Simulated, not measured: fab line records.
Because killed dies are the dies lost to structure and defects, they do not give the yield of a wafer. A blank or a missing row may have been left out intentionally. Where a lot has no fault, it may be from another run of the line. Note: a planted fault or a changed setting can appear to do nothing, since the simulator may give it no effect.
fab line records | flow n5_finfet
[record] lots = 24 wafers = 72 last_day = 17
route steps=1938 shown SDB@364 HKMG_FIN@389 GATE_CUT@466
lots that met no fault: taken from a fault-free run of the same line
start_h: hours from the record's first day to the start of the lot's first wafer shown | wait_h: how many hours have passed since the lot's step before this one | " unchanged from the row above | L1.1+2: several wafers, shown together as one row | - no value present, or no start provided | * or withheld: withheld | < > ~ a bound
route shown NAME@n: NAME is a module with steps in the file, n the number in the route of the first one | usual: mean/standard deviation taken from wafers without a fault | same: alike in all rows | chamber/n: place in a boat | sites: readings site by site | _std_site: the standard deviation of these | _edge_site: the outer-site mean with the inner-site mean subtracted | radius_mm: how far each site lies from the wafer's centre | mask NAME#n: copy n | behind: the last tool/chamber to shape the wafer | hold: reason for holding the lot/hours on hold/outcome of the hold | device: transistor that didn't switch, given as n, p or np | end of line: tests of these same wafers at the route's end | step lacking rows: just its recipe | killed: the dies lost at the first sort to structure and to defects; this is not the yield of the wafer | map: the dies of a wafer, with x for killed, . for not killed, _ for no die there
set.NAME: the setting that was run; set.NAME@STEP: the one run at that earlier step | model.NAME: the simulator's own value behind a step, which no gauge read
steps of the route over a sample of lots; a table a step, a row a wafer
services: a tool's chamber out of use, with start hour (start_h, from the record's first day; less than 0 if before it), hours out, and reason
[[steps]]
[step N5_SDB_HM_OPEN_20]
[recipe] chemistry = CH3F/O2 target = SiNx mask_material = SOC target_depth_a = 240 stop_on = poly-Si over_etch_frac = 0.4 ion_energy_ev = 120 pressure_mtorr = 30 source_w = 395 bias_w = 73 Ar_flow_sccm = 150 CH3F_flow_sccm = 30 O2_flow_sccm = 20
[usual] drypump_motor_current_A = 6.0/0.47 oes_product_au = 0.64/0.056 rf_fwd_power_W = 392.2/1.4 rf_vpp_V = 297.9/2.6 showerhead_plenum_p_Torr = 2.02/0.065 throttle_valve_pct = 16.32/0.16
// columns lot.wafer tool chamber start_h wait_h drypump_motor_current_A oes_product_au rf_fwd_power_W rf_hours_counter_h rf_vpp_V showerhead_plenum_p_Torr throttle_valve_pct
L074.3 rie_diel-01 0 63.87 0.0 5.5 0.75 390.6 25 296.7 2.05 16.52
L074.4 " 2 " " 6.6 0.60 394.1 173 299.1 2.00 16.34
L074.5 " 1 " " 6.6 0.76 390.0 - 298.1 2.05 16.55
L075.2 rie_diel-01 1 76.16 0.0 6.6 0.72 390.5 36 299.5 2.05 16.57
L075.3 " 3 " " 5.1 0.60 393.1 197 294.1 1.91 16.39
L075.5 " 1 " " 6.6 0.74 390.1 - 301.2 2.05 16.56
L076.2 rie_diel-05 2 77.25 0.0 6.6 0.67 390.8 104 296.6 2.02 16.28
L076.4 " 0 " " 5.6 0.73 391.9 46 298.4 1.95 16.10
L076.6 " 1 " " 6.3 0.59 394.5 - 305.3 2.07 16.42
L077.2 rie_diel-04 1 83.85 0.0 5.7 0.67 394.9 90 298.2 2.02 16.48
L077.4 " 0 " " 6.6 0.62 392.6 189 297.7 1.90 16.11
L077.5 " 2 " " 5.7 0.58 390.6 - 294.3 2.06 16.14
L078.3 rie_diel-04 2 89.33 0.0 5.7 0.58 391.5 214 291.9 2.06 16.14
L078.4 " 3 " " 5.6 0.62 390.9 159 297.9 2.09 16.14
L078.5 " 2 " " 5.8 0.58 391.7 - 292.8 2.06 16.13
L079.1 rie_diel-05 1 99.52 0.0 6.3 0.57 392.4 222 302.9 2.07 16.43
L079.2 " 0 " " 5.6 0.70 394.5 55 300.3 1.95 16.12
L079.6 " 2 " " 6.6 0.67 392.6 - 297.6 2.01 16.29
L080.1 rie_diel-04 3 106.18 0.0 5.7 0.60 392.5 165 297.6 2.09 16.14
L080.2 " 2 " " 5.7 0.57 392.8 221 294.2 2.06 16.16
L080.5 " 3 " " 5.7 0.61 391.2 - 297.3 2.09 16.14
L081.2 rie_diel-05 3 114.98 0.0 5.6 0.66 393.9 100 297.1 2.11 16.42
L081.3 " 0 " " 5.6 0.70 390.6 61 299.7 1.95 16.14
L081.4 " 2 " " 6.6 0.66 392.0 120 295.9 2.01 16.32
L082.1 rie_diel-04 3 116.83 0.0 5.6 0.61 394.1 170 297.1 2.09 16.17
L082.3 " 0 " " 6.6 0.59 391.8 203 297.5 1.90 16.14
L082.6 " 0 " " 6.6 0.60 391.4 - 296.4 1.90 16.15
L083.2 rie_diel-01 1 120.37 0.0 6.6 0.73 390.7 42 297.9 2.04 16.57
L083.3 " 3 " " 5.1 0.61 392.8 203 293.0 1.91 16.41
L083.6 " 1 " " 6.6 0.73 390.3 - 299.6 2.04 16.59
L084.2 rie_diel-04 3 128.59 0.0 5.6 0.61 393.0 174 298.6 2.09 16.17
L084.3 " 0 " " 6.6 0.59 390.8 208 297.4 1.89 16.14
L084.6 " 2 " " 5.7 0.58 392.1 - 294.5 2.06 16.19
L085.1 rie_diel-05 2 133.44 0.0 6.6 0.65 391.1 127 295.9 2.01 16.33
L085.4 " 1 " " 6.3 0.58 395.9 236 303.8 2.06 16.45
L085.5 " 2 " " 6.6 0.67 393.2 - 296.8 2.01 16.34
L086.4 rie_diel-05 1 139.88 0.0 6.3 0.57 392.1 239 305.0 2.06 16.47
L086.5 " 3 " " 5.6 0.66 393.6 - 298.1 2.11 16.45
L086.6 " 2 " " 6.6 0.65 393.0 - 297.4 2.01 16.33
L087.3 rie_diel-04 0 147.06 0.0 6.6 0.59 392.0 215 297.1 1.89 16.17
L087.4 " 1 " " 5.7 0.65 389.8 118 297.4 2.01 16.54
L087.6 " 1 " " 5.7 0.65 391.2 - 298.1 2.01 16.54
L088.1 rie_diel-05 3 152.42 0.0 5.6 0.65 392.8 115 297.5 2.11 16.46
L088.4 " 0 " " 5.6 0.70 391.2 76 299.1 1.94 16.15
L088.6 " 2 " " 6.6 0.65 391.2 - 297.9 2.01 16.33
L089.1 rie_diel-04 1 160.16 0.0 5.7 0.63 390.9 124 297.7 2.00 16.55
L089.2 " 0 " " 6.6 0.58 392.1 221 295.7 1.89 16.16
L089.4 " 2 " " 5.7 0.55 393.1 - 294.2 2.05 16.21
L090.2 rie_diel-05 3 163.26 0.0 5.5 0.65 393.3 119 297.5 2.11 16.46
L090.3 " 1 " " 6.2 0.56 393.7 249 304.6 2.06 16.50
L090.5 " 0 " " 5.6 0.70 392.7 - 300.5 1.94 16.17
L091.1 rie_diel-04 0 168.92 0.0 6.6 0.57 391.1 224 297.0 1.89 16.15
L091.3 " 3 " " 5.6 0.60 393.0 186 298.1 2.08 16.18
L091.6 " 0 " " 6.6 0.59 392.6 - 297.0 1.89 16.18
L092.3 rie_diel-05 2 174.03 0.0 6.6 0.65 391.0 - 295.8 2.00 16.36
L092.5 " 2 " " 6.6 0.65 391.1 - 297.1 2.00 16.36
L092.6 " 3 " " 5.6 0.64 392.3 - 297.7 2.10 16.49
L093.2 rie_diel-05 2 181.23 0.0 6.6 0.63 391.7 147 295.8 2.00 16.36
L093.4 " 2 " " 6.6 0.64 391.3 - 297.8 2.00 16.35
L093.6 " 3 " " 5.6 0.65 393.0 - 296.4 2.10 16.48
L094.1 rie_diel-04 1 185.24 0.0 5.7 0.65 392.5 131 298.8 2.00 16.56
L094.5 " 0 " " 6.6 0.58 391.5 - 296.9 1.89 16.20
L094.6 " 3 " " 5.7 0.61 392.9 - 297.1 2.08 16.19
L095.2 rie_diel-04 2 193.64 0.0 5.7 0.78 391.5 0 292.5 2.05 15.80
L095.4 " 1 " " 5.7 0.65 390.7 136 298.4 2.00 16.58
L095.6 " 1 " " 5.7 0.64 390.8 - 299.7 2.00 16.58
L096.1 rie_diel-05 2 201.47 0.0 6.6 0.63 392.6 158 297.1 2.00 16.38
L096.2 " 1 " " 6.2 0.78 392.8 5 301.4 2.06 16.01
L096.6 " 2 " " 6.6 0.64 392.2 - 297.0 2.00 16.38
L097.2 rie_diel-05 1 209.74 0.0 6.3 0.76 393.2 9 302.5 2.05 16.02
L097.3 " 2 " " 6.6 0.63 391.8 163 298.5 2.00 16.39
L097.5 " 1 " " 6.3 0.77 394.4 - 301.5 2.05 16.03
[step N5_HKMG_FIN_ALD_75]
[recipe] material = Al2O3 target_thk_a = 10 temp_c = 150 ald_precursor_family = TMA ald_co_reactant = H2O pulse_time_s = withheld co_reactant_pulse_time_s = 1
[usual] heater_power_w = 154/12 precursor_pulse_height_rel = 1.000/0.02 susceptor_temp_C = 149.99/0.14
// columns lot.wafer tool chamber start_h wait_h heater_power_w precursor_pulse_height_rel susceptor_temp_C
L074.3 ald_hk-02 2 68.74 0.0 171 0.985 149.98
L074.4 " 3 " " 137 1.026 149.71
L074.5 " 3 " " 136 0.975 149.88
L075.2 ald_hk-01 0 80.84 0.0 146 0.988 149.86
L075.3 " 1 " " 149 0.987 149.77
L075.5 " 3 " " 175 1.023 149.88
L076.2 ald_hk-01 2 81.95 0.0 170 0.999 149.79
L076.4 " 3 " " 173 1.010 149.88
L076.6 " 2 " " 176 0.995 149.98
L077.2 ald_hk-01 1 88.66 0.0 149 0.975 150.04
L077.4 " 3 " " 170 0.999 150.02
L077.5 " 2 " " 169 0.981 150.07
L078.3 ald_hk-03 0 97.49 0.0 144 0.995 149.75
L078.4 " 2 " " 156 0.989 150.00
L078.5 " 0 " " 142 0.981 150.13
L079.1 ald_hk-01 2 104.57 0.0 172 0.994 149.96
L079.2 " 0 " " 146 0.960 150.09
L079.6 " 3 " " 171 0.976 149.77
L080.1 ald_hk-02 3 111.50 0.0 137 0.982 150.07
L080.2 " 2 " " 167 0.992 149.94
L080.5 " 3 " " 134 1.029 150.15
L081.2 ald_hk-02 0 121.09 0.0 148 0.999 150.05
L081.3 " 2 " " 173 1.011 149.97
L081.4 " 1 " " 154 0.986 150.09
L082.1 ald_hk-01 1 123.12 0.0 149 1.005 150.02
L082.3 " 0 " " 145 1.040 149.71
L082.6 " 3 " " 173 1.012 150.00
L083.2 ald_hk-03 0 125.42 0.0 144 1.006 149.98
L083.3 " 3 " " 145 0.976 150.00
L083.6 " 0 " " 142 1.004 150.02
L084.2 ald_hk-01 3 133.31 0.0 171 0.985 149.80
L084.3 " 0 " " 149 1.017 149.97
L084.6 " 0 " " 148 0.979 149.97
L085.1 ald_hk-03 2 138.47 0.0 160 0.985 149.79
L085.4 " 0 " " 144 0.940 149.77
L085.5 " 3 " " 144 0.983 150.28
L086.4 ald_hk-02 2 144.94 0.0 168 1.009 150.17
L086.5 " 3 " " 135 1.016 150.25
L086.6 " 2 " " 172 1.004 149.97
L087.3 ald_hk-02 0 152.25 0.0 149 0.993 149.92
L087.4 " 2 " " 168 1.012 150.08
L087.6 " 0 " " 146 1.008 149.69
L088.1 ald_hk-02 3 157.15 0.0 134 1.004 149.88
L088.4 " 2 " " 171 1.006 149.97
L088.6 " 0 " " 150 0.986 149.86
L089.1 ald_hk-02 1 164.87 0.0 151 0.996 149.92
L089.2 " 3 " " 138 0.978 149.91
L089.4 " 2 " " 168 0.995 149.98
L090.2 ald_hk-02 2 168.30 0.0 168 1.007 149.92
L090.3 " 0 " " 149 1.034 150.00
L090.5 " 0 " " 148 1.028 150.05
L091.1 ald_hk-03 1 174.35 0.0 154 1.037 150.07
L091.3 " 3 " " 142 0.975 150.00
L091.6 " 0 " " 147 1.014 149.93
L092.3 ald_hk-01 1 179.14 0.1 147 1.005 150.24
L092.5 " 3 " " 172 0.973 149.99
L092.6 " 0 " " 146 0.988 149.92
L093.2 ald_hk-03 3 188.87 0.0 147 1.003 150.05
L093.4 " 1 " " 161 0.978 149.99
L093.6 " 1 " " 155 1.024 150.06
L094.1 ald_hk-03 3 191.91 0.0 145 0.991 149.97
L094.5 " 1 " " 152 0.990 149.83
L094.6 " 0 " " 144 1.035 150.04
L095.2 ald_hk-01 1 198.64 0.0 150 1.014 149.91
L095.4 " 2 " " 169 0.995 150.17
L095.6 " 1 " " 150 1.004 150.14
L096.1 ald_hk-03 0 207.89 0.0 142 1.018 149.80
L096.2 " 2 " " 157 1.034 150.09
L096.6 " 0 " " 140 1.004 149.99
L097.2 ald_hk-01 2 214.44 0.0 172 1.016 149.85
L097.3 " 0 " " 144 1.025 149.86
L097.5 " 3 " " 175 1.052 150.03
[step N5_HKMG_FIN_INSPECT_61]
[recipe] mode = adi inspect_instrument = macro
[usual] raw_defect_count = 1.8/1.5
// columns lot.wafer tool chamber start_h wait_h raw_defect_count
L074.3 defect_inspect-02 - 69.14 0.0 4
L074.4 " - " " 2
L074.5 " - " " 1
L075.2 defect_inspect-02 - 81.37 0.0 3
L075.3 " - " " 2
L075.5 " - " " 1
L076.2 defect_inspect-02 - 82.47 0.0 2
L076.4 " - " " 2
L076.6 " - " " 0
L077.2 defect_inspect-02 - 89.05 0.0 0
L077.4 " - " " 3
L077.5 " - " " 6
L078.3 defect_inspect-02 - 98.01 0.0 2
L078.4 " - " " 2
L078.5 " - " " 3
L079.1 defect_inspect-02 - 105.11 0.0 0
L079.2 " - " " 0
L079.6 " - " " 2
L080.1 defect_inspect-02 - 111.90 0.0 1
L080.2 " - " " 2
L080.5 " - " " 0
L081.2 defect_inspect-01 - 121.49 0.0 3
L081.3 " - " " 0
L081.4 " - " " 2
L082.1 defect_inspect-01 - 123.64 0.0 1
L082.3 " - " " 1
L082.6 " - " " 4
L083.2 defect_inspect-02 - 125.95 0.0 3
L083.3 " - " " 1
L083.6 " - " " 2
L084.2 defect_inspect-02 - 133.83 0.0 2
L084.3 " - " " 5
L084.6 " - " " 1
L085.1 defect_inspect-02 - 138.98 0.0 0
L085.4 " - " " 0
L085.5 " - " " 4
L086.4 defect_inspect-02 - 145.33 0.0 2
L086.5 " - " " 8
L086.6 " - " " 2
L087.3 defect_inspect-01 - 152.77 0.0 1
L087.4 " - " " 0
L087.6 " - " " 2
L088.1 defect_inspect-02 - 157.67 0.0 2
L088.4 " - " " 0
L088.6 " - " " 1
L089.1 defect_inspect-02 - 165.39 0.0 0
L089.2 " - " " 0
L089.4 " - " " 1
L090.2 defect_inspect-01 - 168.82 0.0 1
L090.3 " - " " 1
L090.5 " - " " 1
L091.1 defect_inspect-02 - 174.75 0.0 1
L091.3 " - " " 3
L091.6 " - " " 1
L092.3 defect_inspect-02 - 179.61 0.0 0
L092.5 " - " " 1
L092.6 " - " " 0
L093.2 defect_inspect-01 - 189.39 0.0 2
L093.4 " - " " 3
L093.6 " - " " 1
L094.1 defect_inspect-02 - 192.43 0.0 0
L094.5 " - " " 0
L094.6 " - " " 4
L095.2 defect_inspect-02 - 199.03 0.0 1
L095.4 " - " " 0
L095.6 " - " " 0
L096.1 defect_inspect-01 - 208.29 0.0 3
L096.2 " - " " 0
L096.6 " - " " 4
L097.2 defect_inspect-01 - 214.96 0.0 4
L097.3 " - " " 1
L097.5 " - " " 0
[step N5_HKMG_FIN_OVL_MEAS_13]
[recipe] points_per_wafer = 44
[usual] NWFM_OVL = 0.1/0.73
// columns lot.wafer tool chamber start_h wait_h NWFM_OVL[nm]
L074.3 overlay-01 0 72.48 0.0 -0.2
L074.4 " 0 " " 2.2
L074.5 " 0 " " 1.0
L075.2 overlay-01 0 84.71 0.0 0.0
L075.3 " 0 " " -0.7
L075.5 " 0 " " -1.4
L076.2 overlay-02 0 85.86 0.0 -0.7
L076.4 " 0 " " 0.3
L076.6 " 0 " " -0.8
L077.2 overlay-02 0 93.67 0.0 0.4
L077.4 " 0 " " 0.9
L077.5 " 0 " " -0.3
L078.3 overlay-01 0 101.36 0.0 -0.3
L078.4 " 0 " " -0.3
L078.5 " 0 " " 0.2
L079.1 overlay-02 0 108.63 0.0 -0.5
L079.2 " 0 " " 0.1
L079.6 " 0 " " 0.0
L080.1 overlay-01 0 117.14 0.0 0.2
L080.2 " 0 " " 0.0
L080.5 " 0 " " -0.4
L081.2 overlay-01 0 124.84 0.0 -0.4
L081.3 " 0 " " -0.9
L081.4 " 0 " " -0.3
L082.1 overlay-01 0 127.23 0.0 0.1
L082.3 " 0 " " -0.2
L082.6 " 0 " " 0.6
L083.2 overlay-02 0 129.20 0.0 0.5
L083.3 " 0 " " 0.2
L083.6 " 0 " " 0.1
L084.2 overlay-02 0 137.48 0.0 0.6
L084.3 " 0 " " -0.4
L084.6 " 0 " " -1.2
L085.1 overlay-02 0 142.50 0.0 -0.2
L085.4 " 0 " " 0.6
L085.5 " 0 " " -0.1
L086.4 overlay-02 0 148.72 0.0 0.3
L086.5 " 0 " " -0.3
L086.6 " 0 " " -0.9
L087.3 overlay-02 0 156.27 0.0 0.2
L087.4 " 0 " " 0.4
L087.6 " 0 " " 1.2
L088.1 overlay-01 0 161.53 0.0 1.2
L088.4 " 0 " " 0.0
L088.6 " 0 " " 0.8
L089.1 overlay-01 0 168.74 0.0 0.5
L089.2 " 0 " " 1.5
L089.4 " 0 " " 1.2
L090.2 overlay-02 0 172.65 0.0 -0.6
L090.3 " 0 " " -0.1
L090.5 " 0 " " 0.4
L091.1 overlay-02 0 178.63 0.0 -0.7
L091.3 " 0 " " -0.9
L091.6 " 0 " " -0.5
L092.3 overlay-02 0 182.97 0.0 0.4
L092.5 " 0 " " 0.0
L092.6 " 0 " " 0.1
L093.2 overlay-01 0 192.76 0.0 -0.3
L093.4 " 0 " " -0.4
L093.6 " 0 " " -0.3
L094.1 overlay-01 0 195.96 0.0 1.3
L094.5 " 0 " " 0.9
L094.6 " 0 " " 0.6
L095.2 overlay-02 0 202.53 0.0 0.3
L095.4 " 0 " " 0.0
L095.6 " 0 " " 0.0
L096.1 overlay-02 0 211.51 0.0 0.7
L096.2 " 0 " " -0.3
L096.6 " 0 " " 0.2
L097.2 overlay-01 0 218.31 0.0 0.6
L097.3 " 0 " " -0.3
L097.5 " 0 " " 0.0
[step N5_GATE_CUT_ETCH_56]
[recipe] chemistry = Cl2/Ar target = TiN target_depth_a = 216 pressure_mtorr = 10 icp_w = 600 bias_w = 60 Cl2_flow_sccm = 40 Ar_flow_sccm = 60
[usual] drypump_motor_current_A = 5.4/0.35 oes_product_au = 0.79/0.086 rf_fwd_power_W = 595.7/2.3 throttle_valve_pct = 20.9/0.37
// columns lot.wafer tool chamber start_h wait_h drypump_motor_current_A oes_product_au rf_fwd_power_W rf_hours_counter_h throttle_valve_pct
L074.3 rie_metal-03 1 77.37 0.1 5.6 0.98 595.1 - 21.0
L074.4 " 0 " " 4.9 0.68 596.2 - 21.4
L074.5 " 1 " " 5.6 0.96 597.3 - 21.0
L075.2 rie_metal-02 0 89.63 0.1 5.5 0.78 599.5 34 20.3
L075.3 " 1 " " 5.2 0.88 590.8 - 20.7
L075.5 " 1 " " 5.2 0.87 595.6 - 20.7
L076.2 rie_metal-01 1 91.13 0.1 6.0 0.84 596.8 19 21.1
L076.4 " 0 " " 5.3 0.75 594.3 - 20.6
L076.6 " 0 " " 5.3 0.76 593.5 - 20.6
L077.2 rie_metal-03 1 99.20 0.1 5.6 0.95 593.9 4 21.0
L077.4 " 0 " " 4.9 0.68 596.4 - 21.4
L077.5 " 1 " " 5.6 0.94 598.5 - 21.0
L078.3 rie_metal-03 0 105.97 0.1 4.9 0.67 596.4 - 21.4
L078.4 " 1 " " 5.6 0.94 595.3 - 21.0
L078.5 " 0 " " 4.9 0.68 597.1 - 21.4
L079.1 rie_metal-02 1 113.66 0.1 5.3 0.86 591.5 14 20.7
L079.2 " 0 " " 5.5 0.77 596.2 35 20.3
L079.6 " 0 " " 5.5 0.77 594.8 - 20.3
L080.1 rie_metal-02 1 123.21 0.1 5.3 0.85 591.0 16 20.7
L080.2 " 0 " " 5.5 0.77 599.6 37 20.3
L080.5 " 0 " " 5.5 0.77 597.6 - 20.3
L081.2 rie_metal-01 1 129.43 0.1 6.1 0.83 593.0 23 21.1
L081.3 " 0 " " 5.3 0.75 594.9 - 20.7
L081.4 " 1 " " 6.0 0.82 594.4 - 21.1
L082.1 rie_metal-02 0 132.00 0.1 5.5 0.77 592.8 37 20.3
L082.3 " 1 " " 5.3 0.86 597.8 - 20.7
L082.6 " 1 " " 5.3 0.87 593.5 - 20.7
L083.2 rie_metal-03 0 134.04 0.1 4.9 0.67 596.4 86 21.4
L083.3 " 1 " " 5.6 0.92 597.4 - 21.0
L083.6 " 0 " " 4.9 0.67 593.9 - 21.4
L084.2 rie_metal-03 0 142.34 0.1 4.9 0.66 595.7 88 21.4
L084.3 " 1 " " 5.6 0.92 594.8 - 21.0
L084.6 " 1 " " 5.6 0.92 596.1 - 21.0
L085.1 rie_metal-03 1 147.22 0.1 5.5 0.91 599.1 8 21.1
L085.4 " 1 " " 5.6 0.91 599.7 - 21.0
L085.5 " 0 " " 4.9 0.66 598.7 - 21.4
L086.4 rie_metal-01 0 153.35 0.1 5.3 0.75 592.2 - 20.7
L086.5 " 0 " " 5.3 0.74 596.0 - 20.7
L086.6 " 1 " " 6.1 0.81 597.3 - 21.1
L087.3 rie_metal-02 1 161.02 0.1 5.2 0.85 592.5 - 20.7
L087.4 " 0 " " 5.5 0.76 600.1 - 20.3
L087.6 " 1 " " 5.2 0.86 592.6 - 20.7
L088.1 rie_metal-01 0 166.18 0.1 5.3 0.74 595.9 63 20.7
L088.4 " 0 " " 5.3 0.74 596.4 - 20.7
L088.6 " 1 " " 6.1 0.81 597.7 - 21.1
L089.1 rie_metal-02 0 174.40 0.1 5.5 0.76 598.1 41 20.3
L089.2 " 1 " " 5.3 0.85 592.9 20 20.8
L089.4 " 0 " " 5.5 0.75 596.9 - 20.3
L090.2 rie_metal-02 0 177.60 0.1 5.5 0.76 598.9 41 20.3
L090.3 " 1 " " 5.3 0.84 591.7 - 20.7
L090.5 " 0 " " 5.5 0.76 599.9 - 20.3
L091.1 rie_metal-03 1 183.43 0.1 5.6 0.89 595.0 12 21.1
L091.3 " 0 " " 4.9 0.65 594.2 - 21.4
L091.6 " 0 " " 4.9 0.66 594.0 - 21.4
L092.3 rie_metal-01 1 187.78 0.1 6.1 0.81 596.4 - 21.2
L092.5 " 0 " " 5.3 0.73 595.1 - 20.6
L092.6 " 1 " " 6.1 0.80 592.6 - 21.2
L093.2 rie_metal-03 1 197.43 0.1 5.6 0.89 597.1 13 21.0
L093.4 " 0 " " 4.9 0.65 599.1 - 21.4
L093.6 " 1 " " 5.6 0.88 597.7 - 21.1
L094.1 rie_metal-02 0 201.21 0.1 5.5 0.75 597.2 44 20.3
L094.5 " 1 " " 5.2 0.84 595.2 - 20.8
L094.6 " 0 " " 5.5 0.75 597.1 - 20.3
L095.2 rie_metal-01 1 207.43 0.1 6.1 0.80 594.0 32 21.2
L095.4 " 1 " " 6.1 0.79 594.6 - 21.2
L095.6 " 0 " " 5.3 0.73 596.7 - 20.7
L096.1 rie_metal-03 0 216.18 0.1 4.9 0.65 593.4 95 21.4
L096.2 " 1 " " 5.5 0.88 597.2 15 21.1
L096.6 " 1 " " 5.6 0.88 597.4 - 21.1
L097.2 rie_metal-01 1 223.26 0.1 6.1 0.80 595.2 33 21.2
L097.3 " 0 " " 5.3 0.73 594.4 - 20.7
L097.5 " 0 " " 5.3 0.73 595.5 - 20.7
[step N5_GATE_CUT_ETCHBACK_30]
[recipe] chemistry = Cl2/Ar target = TiN target_depth_a = 30 mode = isotropic pressure_mtorr = 10 icp_w = 600 bias_w = 60 Cl2_flow_sccm = 40 Ar_flow_sccm = 60
[usual] drypump_motor_current_A = 5.4/0.35 oes_product_au = 0.79/0.087 rf_fwd_power_W = 588/3.2 throttle_valve_pct = 20.9/0.37
// columns lot.wafer tool chamber start_h wait_h drypump_motor_current_A oes_product_au rf_fwd_power_W rf_hours_counter_h throttle_valve_pct
L074.3 rie_metal-03 1 77.44 0.0 5.6 0.97 592 - 21.0
L074.4 " 0 " " 4.9 0.67 585 - 21.4
L074.5 " 1 " " 5.6 0.96 593 - 21.0
L075.2 rie_metal-02 0 89.72 0.1 5.5 0.78 590 34 20.3
L075.3 " 1 " " 5.2 0.89 586 - 20.7
L075.5 " 1 " " 5.2 0.87 587 - 20.7
L076.2 rie_metal-01 1 91.22 0.1 6.0 0.84 585 19 21.1
L076.4 " 0 " " 5.2 0.75 584 - 20.7
L076.6 " 0 " " 5.2 0.76 584 - 20.6
L077.2 rie_metal-03 1 99.29 0.1 5.5 0.94 593 4 21.0
L077.4 " 0 " " 4.9 0.67 587 - 21.4
L077.5 " 1 " " 5.6 0.95 591 - 21.0
L078.3 rie_metal-03 0 106.04 0.0 4.9 0.68 590 - 21.4
L078.4 " 1 " " 5.6 0.95 592 - 21.0
L078.5 " 0 " " 4.9 0.67 590 - 21.4
L079.1 rie_metal-02 1 113.75 0.1 5.3 0.87 583 15 20.7
L079.2 " 0 " " 5.5 0.77 590 35 20.3
L079.6 " 0 " " 5.5 0.77 592 - 20.3
L080.1 rie_metal-02 1 123.30 0.1 5.3 0.86 585 16 20.7
L080.2 " 0 " " 5.5 0.78 591 37 20.3
L080.5 " 0 " " 5.5 0.78 592 - 20.3
L081.2 rie_metal-01 1 129.52 0.1 6.1 0.83 585 23 21.1
L081.3 " 0 " " 5.3 0.75 582 - 20.6
L081.4 " 1 " " 6.1 0.83 586 - 21.2
L082.1 rie_metal-02 0 132.09 0.1 5.5 0.78 593 37 20.3
L082.3 " 1 " " 5.2 0.86 587 - 20.7
L082.6 " 1 " " 5.2 0.86 586 - 20.7
L083.2 rie_metal-03 0 134.13 0.1 4.9 0.67 589 86 21.4
L083.3 " 1 " " 5.6 0.93 594 - 21.0
L083.6 " 0 " " 4.9 0.67 588 - 21.4
L084.2 rie_metal-03 0 142.43 0.1 4.9 0.67 586 88 21.4
L084.3 " 1 " " 5.6 0.92 592 - 21.0
L084.6 " 1 " " 5.6 0.92 590 - 21.0
L085.1 rie_metal-03 1 147.31 0.1 5.6 0.91 591 8 21.0
L085.4 " 1 " " 5.6 0.91 592 - 21.0
L085.5 " 0 " " 4.9 0.66 591 - 21.4
L086.4 rie_metal-01 0 153.42 0.0 5.3 0.74 588 - 20.7
L086.5 " 0 " " 5.3 0.73 587 - 20.7
L086.6 " 1 " " 6.1 0.80 588 - 21.2
L087.3 rie_metal-02 1 161.09 0.0 5.3 0.85 583 - 20.7
L087.4 " 0 " " 5.5 0.77 593 - 20.3
L087.6 " 1 " " 5.3 0.85 583 - 20.8
L088.1 rie_metal-01 0 166.27 0.1 5.2 0.74 586 63 20.6
L088.4 " 0 " " 5.2 0.74 585 - 20.7
L088.6 " 1 " " 6.1 0.80 582 - 21.2
L089.1 rie_metal-02 0 174.49 0.1 5.5 0.76 589 41 20.3
L089.2 " 1 " " 5.3 0.85 585 20 20.8
L089.4 " 0 " " 5.5 0.76 592 - 20.3
L090.2 rie_metal-02 0 177.69 0.1 5.5 0.76 591 41 20.3
L090.3 " 1 " " 5.3 0.85 589 - 20.7
L090.5 " 0 " " 5.5 0.76 591 - 20.3
L091.1 rie_metal-03 1 183.52 0.1 5.6 0.89 592 12 21.1
L091.3 " 0 " " 4.9 0.66 585 - 21.4
L091.6 " 0 " " 4.9 0.65 586 - 21.4
L092.3 rie_metal-01 1 187.85 0.0 6.1 0.80 586 - 21.2
L092.5 " 0 " " 5.3 0.73 586 - 20.7
L092.6 " 1 " " 6.1 0.80 584 - 21.2
L093.2 rie_metal-03 1 197.52 0.1 5.6 0.88 592 13 21.0
L093.4 " 0 " " 4.9 0.66 590 - 21.4
L093.6 " 1 " " 5.5 0.88 591 - 21.1
L094.1 rie_metal-02 0 201.30 0.1 5.5 0.75 591 44 20.3
L094.5 " 1 " " 5.2 0.83 585 - 20.8
L094.6 " 0 " " 5.5 0.75 591 - 20.3
L095.2 rie_metal-01 1 207.52 0.1 6.1 0.80 588 32 21.2
L095.4 " 1 " " 6.1 0.80 588 - 21.2
L095.6 " 0 " " 5.2 0.74 588 - 20.7
L096.1 rie_metal-03 0 216.27 0.1 4.9 0.65 587 95 21.4
L096.2 " 1 " " 5.6 0.88 590 15 21.1
L096.6 " 1 " " 5.6 0.86 590 - 21.1
L097.2 rie_metal-01 1 223.35 0.1 6.0 0.79 586 33 21.2
L097.3 " 0 " " 5.3 0.74 586 - 20.7
L097.5 " 0 " " 5.3 0.73 585 - 20.7
[[services]]
// columns tool chamber start_h hours kind
rie_diel-04 0 40.18 2.6 repair
rie_metal-03 0 43.88 10.2 repair
rie_metal-02 - 46.87 0.6 repair
rie_metal-01 - 65.02 0.5 repair
ald_hk-02 - 79.31 4.3 pm
rie_metal-01 - 79.58 2.9 repair
rie_diel-01 - 88.48 28.1 pm
rie_diel-04 - 101.30 0.5 repair
rie_diel-05 2 119.71 1.5 repair
ald_hk-02 - 131.99 1.5 repair
rie_metal-01 0 134.08 6.0 repair
rie_diel-04 1 160.26 9.4 repair
rie_metal-03 - 166.18 2.2 repair
rie_diel-05 1 168.24 - clean
rie_diel-05 1 168.24 - consumable_replace:esc
rie_diel-05 1 168.24 - consumable_replace:focus_ring
rie_diel-05 1 168.24 23.1 scheduled_down
rie_diel-05 1 168.24 23.1 vent_cycle
ald_hk-03 - 182.48 2.2 repair
rie_diel-01 - 182.64 29.3 repair
rie_diel-04 2 210.03 5.3 repair
ald_hk-02 - 215.02 28.1 pm
rie_diel-04 1 217.31 5.0 repair
rie_diel-01 3 221.31 4.5 repair
[[key]]
fault none
